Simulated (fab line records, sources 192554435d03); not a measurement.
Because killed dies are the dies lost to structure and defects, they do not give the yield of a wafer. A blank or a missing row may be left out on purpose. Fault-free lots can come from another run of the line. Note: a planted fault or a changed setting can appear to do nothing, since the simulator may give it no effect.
Comparing a struck lot with a sound one    flow n5 finfet    16 out of 1938 route steps
Sound: wafers L451.1, L451.5, L451.6. Struck: wafer L455.1 (left out: L455.2, L455.4 of the same lot, which were not struck); the cause appears at the end.
For every step that has rows: the tool of each side, followed by ch and its chambers, followed by its first start. Under that, the readings that differ: sound wafers    struck wafers    difference of the means    sigmas: that difference in standard deviations of wafers without a fault.
alike: a reading whose means differ by less than 2 such deviations, as well as words and numbers matching on both sides. not compared: withheld readings; readings where some wafer has no value; bounds like >300 that might hide an equal value; numbers whose values overlap and for which the record gives no deviation.
Wherever a step has rows on one side only, a row that says differs or no value, or a row with sigmas, the two part there. When numbers do not overlap yet have no deviation, they are printed without sigmas and do not part them. A reading missing from all wafers of one side parts the sides only when that side holds two or more wafers.

first, 1 step without rows for these wafers: N5_BEOL_M2_ANNEAL_95 (time 240 s).
N5_BEOL_M2_SPUTTER_96: material Cu, target thk 4.5 nm, time 8.29 s.
  sound: pvd sputter-01 at day 7 01:47; struck: pvd sputter-01 at day 7 17:18
reading                 sound           struck  difference  sigmas
throttle valve pct (%)  27.8 29.3 27.8  30.6    +2.3        +2
  alike: chamber pressure pa, substrate temp c
then, 1 step without rows for these wafers: N5_BEOL_M2_ECD_50 (material Cu, target thk 300 nm).
N5_BEOL_M2_ANNEAL_51: time 90 s.
  sound on rtp anneal-02 ch 0, day 7 01:59; struck on rtp anneal-01 ch 0, day 7 17:34
  alike: wafer_temp_C_max
N5_BEOL_M2_CMP_52: polishes, stops on SiOC, t overpolish 6.8 s, target thk 40 nm.
  sound on cmp-04 ch 0,2,3, day 7 02:21; struck on cmp-01 ch 0, day 7 17:54
  alike: barrier field endpoint s, motor current A, overpolish run s, retaining ring pressure frac, time to endpoint s
N5_BEOL_M2_THK_MEAS_53: measures by xrf.
  sound: film metro-01 at day 7 02:34; struck: film metro-01 at day 7 18:10
  alike: M2_THK
N5_BEOL_M2_PRE_CLEAN_60: time 15 s.
  sound on cvd co-01 ch 0,1,2, day 7 02:41; struck on cvd co-01 ch 1, day 7 18:11
  alike: heater power w, rf fwd power W
N5_BEOL_M2_CO_CAP_55: material Co, precursor CCTBA/H2, target thk 2 nm, time 102.1 s.
  sound on cvd co-01 ch 0,1,2, day 7 02:44; struck on cvd co-01 ch 1, day 7 18:14
  alike: heater power w
then, 2 steps without rows for these wafers: N5_BEOL_M2_PRE_CLEAN_56 (time 15 s); N5_BEOL_M2_DEP_57 (deposits SiCN from 3MS/NH3, target thk 8 nm, time 14 s).
N5_BEOL_M2_RS_MEAS_58: the measuring method here is four-point-probe.
  sound: film metro-02 at day 7 02:55; struck: film metro-01 at day 7 18:25
  alike: M2_RS
N5_BEOL_M2_INSPECT_59: inspects for defects (darkfield).
  sound: defect inspect-02 at day 7 02:56; struck: defect inspect-01 at day 7 18:26
  alike: raw defect count
N5_BEOL_M3_ILD_DEP_00: deposits SiOC from DEMS/O2, target thk 79 nm, time 15.3 s.
  sound on pecvd-02 ch 1,2, day 7 02:58; struck on pecvd-02 ch 1, day 7 18:29
reading               sound                 struck  difference  sigmas
susceptor temp C (C)  349.92 350.13 349.72  355.28  +5.36       +27
  alike: heater power w, rf fwd power W, showerhead plenum p Torr, showerhead vpp V, throttle valve pct
N5_BEOL_M3_THK_MEAS_01:
  sound: film metro-01 at day 7 03:02; struck: film metro-01 at day 7 18:33
reading          sound           struck  difference  sigmas
M3_ILD_THK (nm)  77.4 79.6 79.3  76.6    -2.2        -2
N5_BEOL_M4_RC_MEAS_101:
  sound on prober-02 ch 0, day 7 19:30; struck on prober-02 ch 0, day 8 20:20
  alike: DIBL_N, DIBL_P, IOFF_N, IOFF_P, ION_N, ION_P, SS_N, SS_P, VT_N, VT_P
-- the record jumps here: 4 days lie between the struck wafers' starts before and after (it left off in module BEOL_M4 and takes up again in module PASSIVATION, whose first step shown is number 1936 of the route) --
N5_PASSIVATION_PROBE_49:
  sound: prober-01 at day 12 06:51; struck: prober-02 at day 13 06:58
reading       sound     struck  difference  sigmas
killed short  28 30 21  51      +25         +3
  alike: defect limited yield, killed_at_M0_to_M3, killed_at_M4_up, killed at contacts, killed at front end, killed at other, killed dies, killed open, sort_bin_5_function, sort_bin_6_memory, sort n pass, sort yield pct

WHERE THEY PART
Earliest at N5_BEOL_M2_SPUTTER_96; latest, in this record, at N5_PASSIVATION_PROBE_49.

WHY: whatever the simulator had introduced
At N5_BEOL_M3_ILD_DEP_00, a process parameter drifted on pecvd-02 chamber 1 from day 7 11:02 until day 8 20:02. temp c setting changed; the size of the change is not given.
